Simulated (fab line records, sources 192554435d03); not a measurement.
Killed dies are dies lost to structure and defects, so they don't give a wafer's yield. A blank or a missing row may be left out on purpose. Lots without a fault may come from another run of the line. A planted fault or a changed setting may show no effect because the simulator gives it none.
Which tool did it? | flow n5_finfet | 24 lots, 72 wafers sampled, at 5 steps of a route of 1938

WHAT THE GAUGES READ, wafer by wafer
N5_GATE_CUT_CD_MEAS_13: target cd 20 nm. Usual: cd_nm 20.13 nm, standard deviation 0.29.
lot  | measured     | on        | cd_nm (nm)        | flag
L074 | day 4 11:46  | cd_sem-01 | 20.48 20.39 20.51 |
L075 | day 4 21:46  | cd_sem-01 | 19.70 20.25 20.23 |
L076 | day 5 00:05  | cd_sem-01 | 20.22 20.62 19.93 |
L077 | day 5 10:46  | cd_sem-02 | 19.75 19.44 19.65 |
L078 | day 5 11:29  | cd_sem-03 | 20.11 20.18 20.03 |
L079 | day 5 19:29  | cd_sem-01 | 19.51 19.87 20.31 |
L080 | day 5 22:51  | cd_sem-01 | 20.05 20.41 20.16 |
L081 | day 6 05:22  | cd_sem-01 | 20.18 19.94 20.05 |
L082 | day 6 14:58  | cd_sem-02 | 20.19 19.68 20.19 |
L083 | day 6 18:29  | cd_sem-01 | 20.30 20.09 19.94 |
L084 | day 7 04:09  | cd_sem-03 | 20.41 20.31 20.34 |
L085 | day 7 05:52  | cd_sem-03 | 20.19 20.30 20.03 |
L086 | day 7 14:48  | cd_sem-02 | 20.07 20.16 20.51 |
L087 | day 7 21:29  | cd_sem-02 | 20.23 20.63 19.95 |
L088 | day 7 23:56  | cd_sem-02 | 20.22 19.82 19.86 |
L089 | day 8 08:08  | cd_sem-03 | 20.11 19.93 19.94 |
L090 | day 8 09:38  | cd_sem-02 | 20.36 19.61 19.85 |
L091 | day 8 17:47  | cd_sem-02 | 20.49 20.33 20.69 |
L092 | day 9 05:06  | cd_sem-02 | 20.10 19.77 20.23 |
L093 | day 9 06:02  | cd_sem-02 | 20.12 19.75 20.29 |
L094 | day 9 11:13  | cd_sem-03 | 20.53 20.20 20.07 |
L095 | day 9 18:41  | cd_sem-01 | 20.18 19.73 20.37 |
L096 | day 10 01:29 | cd_sem-02 | 19.87 20.08 20.42 |
L097 | day 10 05:49 | cd_sem-02 | 20.16 20.13 20.42 |

N5_GATE_CUT_OVL_MEAS_14. Usual: GATE_CUT_OVL -0.4 nm, standard deviation 0.59.
lot  | measured     | on         | GATE_CUT_OVL (nm) | flag
L074 | day 4 11:48  | overlay-02 | 0.2 -0.3 -0.5     |
L075 | day 4 21:48  | overlay-02 | -1.3 -0.8 -0.1    |
L076 | day 5 00:07  | overlay-02 | -0.3 -0.6 0.2     |
L077 | day 5 10:48  | overlay-01 | -0.4 0.8 -0.2     |
L078 | day 5 11:31  | overlay-02 | 0.5 0.7 -1.3      |
L079 | day 5 19:31  | overlay-02 | -1.1 -0.6 -0.5    |
L080 | day 5 22:53  | overlay-01 | 0.2 -0.2 0.5      |
L081 | day 6 05:24  | overlay-02 | 0.3 0.3 0.1       |
L082 | day 6 15:00  | overlay-01 | -0.3 -0.4 -0.4    |
L083 | day 6 18:31  | overlay-02 | -0.7 -1.0 0.0     |
L084 | day 7 04:11  | overlay-01 | -0.9 -0.9 -0.5    |
L085 | day 7 05:53  | overlay-01 | -1.5 -0.3 -0.6    |
L086 | day 7 14:50  | overlay-01 | -0.4 -0.6 -0.4    |
L087 | day 7 21:31  | overlay-02 | -0.4 -1.1 -1.0    |
L088 | day 7 23:58  | overlay-02 | -0.7 -0.7 -1.0    |
L089 | day 8 08:10  | overlay-02 | -0.4 -1.0 -0.4    |
L090 | day 8 09:41  | overlay-01 | -0.4 -0.7 0.1     |
L091 | day 8 17:49  | overlay-02 | 0.7 -0.3 -0.3     |
L092 | day 9 05:08  | overlay-01 | 0.3 -1.0 -0.8     |
L093 | day 9 06:05  | overlay-01 | 0.2 -0.7 -0.3     |
L094 | day 9 11:15  | overlay-02 | -0.5 -1.2 -0.5    |
L095 | day 9 18:43  | overlay-02 | 0.2 0.5 0.2       |
L096 | day 10 01:31 | overlay-02 | -0.5 -0.6 -1.3    |
L097 | day 10 05:51 | overlay-02 | -0.7 -1.0 -1.1    |

WHICH TOOL RAN EACH LOT (tool, then ch and the chambers of the sampled wafers, then the start)
lot  | N5_HKMG_FIN_ETCHBACK_68           | N5_GATE_CUT_ETCHBACK_30           | N5_GATE_CUT_SAC_CAP_01
L074 | rie_metal-02 ch 0,1, day 4 06:27  | rie_metal-02 ch 0,1, day 4 08:26  | ald_sin-03 ch 1,2, day 4 08:49
L075 | rie_metal-02 ch 0,1, day 4 16:22  | rie_metal-01 ch 0,1, day 4 18:23  | ald_sin-04 ch 0,2,3, day 4 18:50
L076 | rie_metal-03 ch 0,1, day 4 18:43  | rie_metal-01 ch 0,1, day 4 20:43  | ald_sin-03 ch 0,2,3, day 4 21:08
L077 | rie_metal-02 ch 0,1, day 5 05:07  | rie_metal-03 ch 0,1, day 5 07:11  | ald_sin-04 ch 1,3, day 5 07:40
L078 | rie_metal-02 ch 1, day 5 06:01    | rie_metal-03 ch 0,1, day 5 08:08  | ald_sin-03 ch 2,3, day 5 08:33
L079 | rie_metal-03 ch 0,1, day 5 13:35  | rie_metal-02 ch 1, day 5 15:57    | ald_sin-01 ch 1,3, day 5 16:32
L080 | rie_metal-02 ch 1, day 5 17:14    | rie_metal-03 ch 0, day 5 19:19    | ald_sin-03 ch 0,3, day 5 19:47
L081 | rie_metal-03 ch 0,1, day 5 23:43  | rie_metal-02 ch 0,1, day 6 01:44  | ald_sin-01 ch 0,1,3, day 6 02:25
L082 | rie_metal-03 ch 1, day 6 08:31    | rie_metal-03 ch 1, day 6 10:31    | ald_sin-01 ch 1,2,3, day 6 11:55
L083 | rie_metal-02 ch 0,1, day 6 13:04  | rie_metal-01 ch 0,1, day 6 15:10  | ald_sin-03 ch 1,2,3, day 6 15:34
L084 | rie_metal-03 ch 0,1, day 6 22:35  | rie_metal-03 ch 0,1, day 7 00:41  | ald_sin-01 ch 0,1,2, day 7 01:05
L085 | rie_metal-02 ch 0,1, day 7 00:30  | rie_metal-03 ch 0,1, day 7 02:31  | ald_sin-04 ch 0,1,3, day 7 02:55
L086 | rie_metal-03 ch 0,1, day 7 09:27  | rie_metal-03 ch 0,1, day 7 11:28  | ald_sin-04 ch 0,1,3, day 7 11:52
L087 | rie_metal-02 ch 0,1, day 7 15:46  | rie_metal-01 ch 1, day 7 17:59    | ald_sin-01 ch 0,2,3, day 7 18:34
L088 | rie_metal-02 ch 0,1, day 7 18:35  | rie_metal-02 ch 0,1, day 7 20:36  | ald_sin-01 ch 2,3, day 7 21:00
L089 | rie_metal-03 ch 0,1, day 8 02:40  | rie_metal-03 ch 0,1, day 8 04:40  | ald_sin-03 ch 1,2, day 8 05:04
L090 | rie_metal-03 ch 0,1, day 8 04:17  | rie_metal-03 ch 0,1, day 8 06:18  | ald_sin-04 ch 0,1, day 8 06:43
L091 | rie_metal-02 ch 0,1, day 8 12:25  | rie_metal-01 ch 0,1, day 8 14:27  | ald_sin-04 ch 1,2,3, day 8 14:52
L092 | rie_metal-02 ch 1, day 8 23:44    | rie_metal-03 ch 0, day 9 01:45    | ald_sin-04 ch 1,2,3, day 9 02:10
L093 | rie_metal-01 ch 0,1, day 9 00:41  | rie_metal-01 ch 0,1, day 9 02:41  | ald_sin-03 ch 0,1,2, day 9 03:07
L094 | rie_metal-01 ch 0,1, day 9 05:43  | rie_metal-03 ch 0,1, day 9 07:44  | ald_sin-04 ch 0,1,3, day 9 08:09
L095 | rie_metal-03 ch 0,1, day 9 12:46  | rie_metal-01 ch 0,1, day 9 14:47  | ald_sin-01 ch 0,1,2, day 9 15:45
L096 | rie_metal-01 ch 0,1, day 9 19:02  | rie_metal-03 ch 0,1, day 9 21:03  | ald_sin-03 ch 0,2,3, day 9 21:59
L097 | rie_metal-01 ch 0,1, day 10 00:13 | rie_metal-02 ch 0,1, day 10 02:13 | ald_sin-04 ch 1,2, day 10 02:45
- N5_HKMG_FIN_ETCHBACK_68: etches the open film in Cl2/Ar, stops on HfO2, target depth 0.5 nm.
- N5_GATE_CUT_ETCHBACK_30: etches TiN in Cl2/Ar, target depth 3 nm.
- N5_GATE_CUT_SAC_CAP_01: material SiNx, target thk 24 nm, pulse time 1 s, ald cycles 480.

WHAT THE TOOLS THEMSELVES READ (means of the sampled wafers that have a number; where no wafer has one, the mark that the record gives instead)
N5_HKMG_FIN_ETCHBACK_68. Usual: drypump_motor_current_A 5.5 A, standard deviation 0.53; oes_product_au 0.78 a.u., standard deviation 0.13; throttle_valve_pct 21.05 %, standard deviation 0.24.
lot  | tool         | drypump_motor_current_A (A) | oes_product_au (a.u.) | throttle_valve_pct (%) | flag
L074 | rie_metal-02 | 5.0                         | 0.64                  | 21.23                  |
L075 | rie_metal-02 | 5.3                         | 0.61                  | 21.19                  |
L076 | rie_metal-03 | 6.0                         | 0.80                  | 21.05                  |
L077 | rie_metal-02 | 5.2                         | 0.61                  | 21.18                  |
L078 | rie_metal-02 | 4.7                         | 0.66                  | 21.30                  |
L079 | rie_metal-03 | 6.0                         | 0.86                  | 20.88                  |
L080 | rie_metal-02 | 4.7                         | 0.66                  | 21.30                  |
L081 | rie_metal-03 | 6.0                         | 0.78                  | 21.06                  |
L082 | rie_metal-03 | 6.0                         | 0.96                  | 20.67                  |
L083 | rie_metal-02 | 5.3                         | 0.84                  | 21.01                  |
L084 | rie_metal-03 | 6.0                         | 0.85                  | 20.87                  |
L085 | rie_metal-02 | 5.0                         | 0.74                  | 21.16                  |
L086 | rie_metal-03 | 6.0                         | 0.85                  | 20.87                  |
L087 | rie_metal-02 | 5.0                         | 0.73                  | 21.15                  |
L088 | rie_metal-02 | 5.2                         | 0.81                  | 21.01                  |
L089 | rie_metal-03 | 6.0                         | 0.81                  | 20.93                  |
L090 | rie_metal-03 | 6.0                         | 0.84                  | 20.87                  |
L091 | rie_metal-02 | 5.0                         | 0.73                  | 21.17                  |
L092 | rie_metal-02 | 4.7                         | 0.64                  | 21.32                  |
L093 | rie_metal-01 | 5.8                         | 0.88                  | 20.89                  |
L094 | rie_metal-01 | 5.7                         | 0.91                  | 20.89                  |
L095 | rie_metal-03 | 6.0                         | 0.83                  | 20.88                  |
L096 | rie_metal-01 | 5.8                         | 0.80                  | 20.99                  |
L097 | rie_metal-01 | 5.8                         | 0.88                  | 20.90                  |

N5_GATE_CUT_ETCHBACK_30. Usual: drypump_motor_current_A 5.7 A, standard deviation 0.42; oes_product_au 0.81 a.u., standard deviation 0.14; throttle_valve_pct 20.99 %, standard deviation 0.25.
lot  | tool         | drypump_motor_current_A (A) | oes_product_au (a.u.) | throttle_valve_pct (%) | flag
L074 | rie_metal-02 | 5.3                         | 0.62                  | 21.18                  |
L075 | rie_metal-01 | 5.7                         | 0.71                  | 21.04                  |
L076 | rie_metal-01 | 5.7                         | 0.81                  | 20.95                  |
L077 | rie_metal-03 | 6.0                         | 0.79                  | 21.04                  |
L078 | rie_metal-03 | 6.0                         | 0.80                  | 21.04                  |
L079 | rie_metal-02 | 4.7                         | 0.67                  | 21.28                  |
L080 | rie_metal-03 | 6.0                         | 0.69                  | 21.24                  |
L081 | rie_metal-02 | 5.3                         | 0.87                  | 20.98                  |
L082 | rie_metal-03 | 6.0                         | 0.97                  | 20.66                  |
L083 | rie_metal-01 | 5.7                         | 0.79                  | 20.96                  |
L084 | rie_metal-03 | 6.0                         | 0.86                  | 20.87                  |
L085 | rie_metal-03 | 6.0                         | 0.86                  | 20.86                  |
L086 | rie_metal-03 | 6.0                         | 0.77                  | 21.07                  |
L087 | rie_metal-01 | 5.9                         | 0.87                  | 20.88                  |
L088 | rie_metal-02 | 5.3                         | 0.83                  | 20.99                  |
L089 | rie_metal-03 | 6.0                         | 0.84                  | 20.87                  |
L090 | rie_metal-03 | 6.0                         | 0.85                  | 20.87                  |
L091 | rie_metal-01 | 5.7                         | 0.95                  | 20.87                  |
L092 | rie_metal-03 | 6.0                         | 0.68                  | 21.26                  |
L093 | rie_metal-01 | 5.7                         | 0.94                  | 20.87                  |
L094 | rie_metal-03 | 6.0                         | 0.83                  | 20.87                  |
L095 | rie_metal-01 | 5.8                         | 0.90                  | 20.88                  |
L096 | rie_metal-03 | 6.0                         | 0.83                  | 20.87                  |
L097 | rie_metal-02 | 5.0                         | 0.73                  | 21.16                  |

N5_GATE_CUT_SAC_CAP_01. Usual: heater_power_w 812 W, standard deviation 63; precursor_pulse_height_rel 0.998, standard deviation 0.021.
lot  | tool       | heater_power_w (W) | precursor_pulse_height_rel | flag
L074 | ald_sin-03 | 793                | 1.005                      |
L075 | ald_sin-04 | 824                | 1.012                      |
L076 | ald_sin-03 | 850                | 0.987                      |
L077 | ald_sin-04 | 803                | 0.989                      |
L078 | ald_sin-03 | 835                | 1.001                      |
L079 | ald_sin-01 | 806                | 0.999                      |
L080 | ald_sin-03 | 876                | 0.990                      |
L081 | ald_sin-01 | 751                | 0.979                      |
L082 | ald_sin-01 | 828                | 1.004                      |
L083 | ald_sin-03 | 831                | 1.008                      |
L084 | ald_sin-01 | 773                | 0.978                      |
L085 | ald_sin-04 | 803                | 1.001                      |
L086 | ald_sin-04 | 811                | 0.982                      |
L087 | ald_sin-01 | 770                | 0.999                      |
L088 | ald_sin-01 | 822                | 0.994                      |
L089 | ald_sin-03 | 775                | 0.999                      |
L090 | ald_sin-04 | 806                | 0.996                      |
L091 | ald_sin-04 | 821                | 0.990                      |
L092 | ald_sin-04 | 840                | 0.987                      |
L093 | ald_sin-03 | 790                | 0.975                      |
L094 | ald_sin-04 | 822                | 0.987                      |
L095 | ald_sin-01 | 798                | 0.998                      |
L096 | ald_sin-03 | 858                | 0.989                      |
L097 | ald_sin-04 | 858                | 1.015                      |

THE ANSWER, worked out from the rows above alone
Rule: a lot is off if the mean of its wafers that have a number lies more than 3 standard deviations from the usual mean. A lot without any number at a reading at which 4 lots or more have one is off too. The other lots that the step has rows for count as sound. The gauges are gone through in route order, then the tools' own readings, and for those a lot's mean is taken as printed above. The first step at which some lot is off is used, and at that step the reading that is off furthest; a lot without a number counts as furthest.
No lot is off at any reading shown: from this, nothing can be told.

WHAT THE SIMULATOR HAD PUT IN
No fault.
